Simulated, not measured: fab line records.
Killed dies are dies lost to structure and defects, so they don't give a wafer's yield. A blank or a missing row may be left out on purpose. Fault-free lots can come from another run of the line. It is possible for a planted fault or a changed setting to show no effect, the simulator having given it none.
Chamber matching | flow n5-finfet | rie-si-05 running N5_DUMMY_GATE_ETCH_32: 4 sister chambers
The step etches SiO2 in CF4, target depth 3.5 nm, time 3.9 s. 8 wafers are shown with their chamber, then 9 later ones without.

## EACH WAFER AND ITS CHAMBER
wafer  | chamber | throttle-valve-pct (%) | drypump-motor-current-A (A)
L084.5 | 1       | 21.58                  | 5.3
L085.3 | 1       | 21.56                  | 5.3
L092.2 | 2       | 21.33                  | 5.0
L092.4 | 0       | 22.09                  | 5.8
L092.5 | 3       | 21.93                  | 5.8
L093.3 | 0       | 22.07                  | 5.8
L093.5 | 2       | 21.32                  | 5.0
L093.6 | 3       | 21.94                  | 5.7

## WAFERS WITH NO CHAMBER GIVEN
wafer  | throttle-valve-pct (%) | drypump-motor-current-A (A)
L094.2 | 21.55                  | 5.3
L094.3 | 21.34                  | 5.0
L094.5 | 21.35                  | 5.0
L095.1 | 21.94                  | 5.8
L095.4 | 21.33                  | 5.0
L095.6 | 22.07                  | 5.8
L096.2 | 21.95                  | 5.8
L096.4 | 21.56                  | 5.3
L096.5 | 21.34                  | 5.0

## THE CHAMBER EACH PASSED THROUGH
wafer  | from the rows above | in truth
L094.2 | 1                   | 1
L094.3 | 2                   | 2
L094.5 | 2                   | 2
L095.1 | 3                   | 3
L095.4 | 2                   | 2
L095.6 | 0                   | 0
L096.2 | 3                   | 3
L096.4 | 1                   | 1
L096.5 | 2                   | 2
Correct placement for 9 of the 9. Not placeable from these rows: 0. Placed wrongly: 0.
How it was worked out, from the rows above alone: a wafer's distance from a chamber is the root of the sum, over the readings, of the square of ((its reading less the chamber's mean) divided by the reading's scatter). The wafer belongs to the nearest chamber; if the next one is less than 2 further off, it can't be placed. A chamber's mean is the mean of its shown wafers. The scatter is the square root of a quotient: the sum, over the shown wafers, of each reading's squared deviation from its chamber's mean, divided by wafers minus chambers.
